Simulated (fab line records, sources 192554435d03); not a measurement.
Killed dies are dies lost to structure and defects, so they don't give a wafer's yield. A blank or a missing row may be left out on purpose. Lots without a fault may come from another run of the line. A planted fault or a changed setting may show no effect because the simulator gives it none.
Chamber matching | flow n5_finfet | N5_BEOL_M2_DEP_57 on pecvd-02: 3 sister chambers
The step deposits SiCN from 3MS/NH3, target thk 8 nm, time 14 s. 6 wafers are shown with their chamber, then 6 later ones without.

WAFERS WITH THEIR CHAMBER
wafer  | chamber | showerhead_vpp_V (V) | showerhead_plenum_p_Torr (Torr)
L126.5 | 1       | 863                  | 3.675
L133.4 | 0       | 939                  | 3.653
L133.6 | 0       | 940                  | 3.646
L137.2 | 2       | 825                  | 3.675
L137.3 | 1       | 861                  | 3.678
L137.5 | 2       | 826                  | 3.667

WAFERS WITHOUT THEIR CHAMBER
wafer  | showerhead_vpp_V (V) | showerhead_plenum_p_Torr (Torr)
L138.1 | 960                  | 3.635
L138.2 | 830                  | 3.661
L138.4 | 816                  | 3.660
L139.2 | 846                  | 3.677
L139.3 | 943                  | 3.645
L139.4 | 924                  | 3.652

WHICH CHAMBER EACH WENT THROUGH
wafer  | from the rows above | in truth
L138.1 | 0                   | 0
L138.2 | 2                   | 2
L138.4 | 2                   | 2
L139.2 | 1                   | 1
L139.3 | 0                   | 0
L139.4 | 0                   | 0
Placed correctly: 6 of 6. Can't be placed from these rows: 0. Placed wrongly: 0.
How it was worked out, from the rows above alone: a wafer's distance from a chamber is the root of the sum, over the readings, of the square of ((its reading less the chamber's mean) divided by the reading's scatter). The wafer belongs to the nearest chamber; if the next one is less than 2 further off, it can't be placed. A chamber's mean is the mean of its shown wafers. The scatter: the root of (the sum of the squares of (reading less its chamber's mean) over the shown wafers, divided by (wafers less chambers)).
